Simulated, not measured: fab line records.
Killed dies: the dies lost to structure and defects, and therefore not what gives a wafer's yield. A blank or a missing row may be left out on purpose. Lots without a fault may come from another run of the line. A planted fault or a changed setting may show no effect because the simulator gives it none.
Matching of chambers	flow n5_finfet	pecvd-03 running N5_BEOL_M10_PECVD_70: 3 sister chambers
The step deposits SiO2 from TEOS/O2, target thk 20 nm, time 22.7 s. 3 wafers are shown with their chamber, then 7 later ones without.

== WAFERS PAIRED WITH THEIR CHAMBERS ==
wafer	chamber	showerhead_plenum_p_Torr (Torr)
L143.5	0	8.70
L144.1	1	8.72
L144.2	2	8.87

== WAFERS WHOSE CHAMBER IS MISSING ==
wafer	showerhead_plenum_p_Torr (Torr)
L144.5	8.71
L146.3	8.88
L146.5	8.71
L146.6	8.88
L145.2	8.86
L145.4	8.69
L145.6	8.91

== CHAMBER TAKEN BY EACH ==
wafer	from the rows above	in truth
L144.5	can't be placed: 1 or 0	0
L146.3	2	2
L146.5	can't be placed: 1 or 0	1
L146.6	2	2
L145.2	2	2
L145.4	can't be placed: 0 or 1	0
L145.6	2	2
Correctly placed: 4 of 7. These rows do not allow placing 3 (true chamber among the candidates in 3). 0 placed wrongly.
How it was worked out, from the rows above alone: a wafer's distance from a chamber is the root of the sum, over the readings, of the square of ((its reading less the chamber's mean) divided by the reading's scatter). If the next closest chamber is less than 2 further off than the closest, the wafer can't be placed; otherwise it belongs to the closest. For every chamber, the mean is computed from those of its wafers that are shown. The scatter (one wafer shown for each chamber): square how far every hidden wafer sits from the nearest shown wafer, average those squares and take the square root.
